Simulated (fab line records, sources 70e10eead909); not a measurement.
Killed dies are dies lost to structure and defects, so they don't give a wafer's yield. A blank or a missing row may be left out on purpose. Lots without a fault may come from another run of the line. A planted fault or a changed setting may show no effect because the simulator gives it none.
Chamber matching | flow nand_harc | NHARC_P_M2_STRIP_18 on rie_diel-03: 4 sister chambers
The step strips in N2/H2. 30 wafers are shown with their chamber, then 12 later ones without.

WAFERS WITH THEIR CHAMBER
wafer  | chamber | drypump_motor_current_A (A) | rf_vpp_V (V) | oes_product_au (a.u.)
L074.1 | 3       | 5.52                        | 90.7         | 0.999
L074.5 | 0       | 5.92                        | 90.5         | 0.992
L074.6 | 1       | 5.64                        | 89.7         | 1.000
L075.2 | 0       | 5.94                        | 90.5         | 0.994
L075.3 | 1       | 5.67                        | 90.4         | 1.002
L075.6 | 3       | 5.53                        | 90.3         | 0.992
L076.1 | 3       | 5.55                        | 92.0         | 1.000
L076.3 | 2       | 5.43                        | 90.3         | 0.992
L076.4 | 1       | 5.66                        | 90.9         | 1.016
L077.1 | 1       | 5.70                        | 89.6         | 1.000
L077.4 | 2       | 5.41                        | 91.1         | 0.999
L077.6 | 1       | 5.68                        | 90.5         | 1.002
L078.1 | 3       | 5.53                        | 90.2         | 1.003
L078.4 | 0       | 5.95                        | 90.5         | 1.007
L078.5 | 0       | 5.98                        | 89.1         | 1.001
L079.4 | 3       | 5.53                        | 90.4         | 0.982
L079.5 | 2       | 5.42                        | 91.6         | 0.996
L079.6 | 3       | 5.53                        | 90.8         | 1.001
L080.1 | 3       | 5.57                        | 91.7         | 1.001
L080.2 | 0       | 5.95                        | 90.2         | 0.992
L080.4 | 1       | 5.67                        | 91.0         | 1.006
L082.2 | 0       | 5.95                        | 90.4         | 0.998
L082.4 | 3       | 5.55                        | 90.2         | 1.001
L082.6 | 1       | 5.69                        | 91.0         | 0.995
L084.1 | 0       | 5.97                        | 90.2         | 0.987
L084.3 | 3       | 5.55                        | 90.1         | 1.003
L084.5 | 0       | 5.96                        | 89.7         | 0.998
L083.3 | 1       | 5.64                        | 89.3         | 1.000
L083.5 | 2       | 5.41                        | 91.8         | 0.996
L083.6 | 3       | 5.54                        | 89.8         | 0.995

SIGNATURES (means of the wafers above)
reading                 | chamber 0 | chamber 1 | chamber 2 | chamber 3 | scatter within a chamber
drypump_motor_current_A | 5.9525    | 5.6688    | 5.4175    | 5.5400    | 0.0174
rf_vpp_V                | 90.138    | 90.300    | 91.200    | 90.620    | 0.647
oes_product_au          | 0.99612   | 1.00263   | 0.99575   | 0.99770   | 0.00604
Rule: a wafer's distance from a chamber is the root of the sum, over the readings, of the square of ((its reading less the chamber's mean) divided by the reading's scatter). The wafer belongs to the nearest chamber; if the next one is less than 2 further off, it can't be placed. The scatter: the root of (the sum of the squares of (reading less its chamber's mean) over the shown wafers, divided by (wafers less chambers)).

WAFERS WITHOUT THEIR CHAMBER
wafer  | drypump_motor_current_A (A) | rf_vpp_V (V) | oes_product_au (a.u.)
L090.1 | 5.97                        | 91.9         | 0.996
L090.2 | 5.51                        | 91.2         | 1.002
L090.5 | 5.65                        | 89.3         | 0.996
L093.1 | 5.39                        | 91.5         | 0.997
L093.2 | 5.61                        | 91.6         | 0.998
L093.5 | 5.41                        | 90.6         | 0.987
L096.2 | 5.96                        | 90.3         | 0.993
L096.5 | 5.95                        | 91.5         | 0.999
L096.6 | 5.56                        | 91.4         | 0.999
L097.3 | 5.98                        | 90.3         | 0.992
L097.4 | 5.68                        | 89.9         | 0.997
L097.6 | 5.42                        | 91.6         | 0.991

WHICH CHAMBER EACH WENT THROUGH
wafer  | from the rows above     | in truth
L090.1 | 0                       | 0
L090.2 | 3                       | 3
L090.5 | 1                       | 1
L093.1 | 2                       | 2
L093.2 | can't be placed: 1 or 3 | 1
L093.5 | 2                       | 2
L096.2 | 0                       | 0
L096.5 | 0                       | 0
L096.6 | 3                       | 3
L097.3 | 0                       | 0
L097.4 | 1                       | 1
L097.6 | 2                       | 2
Placed correctly: 11 of 12. Can't be placed from these rows: 1 (the true chamber is among the candidates in 1). Placed wrongly: 0.
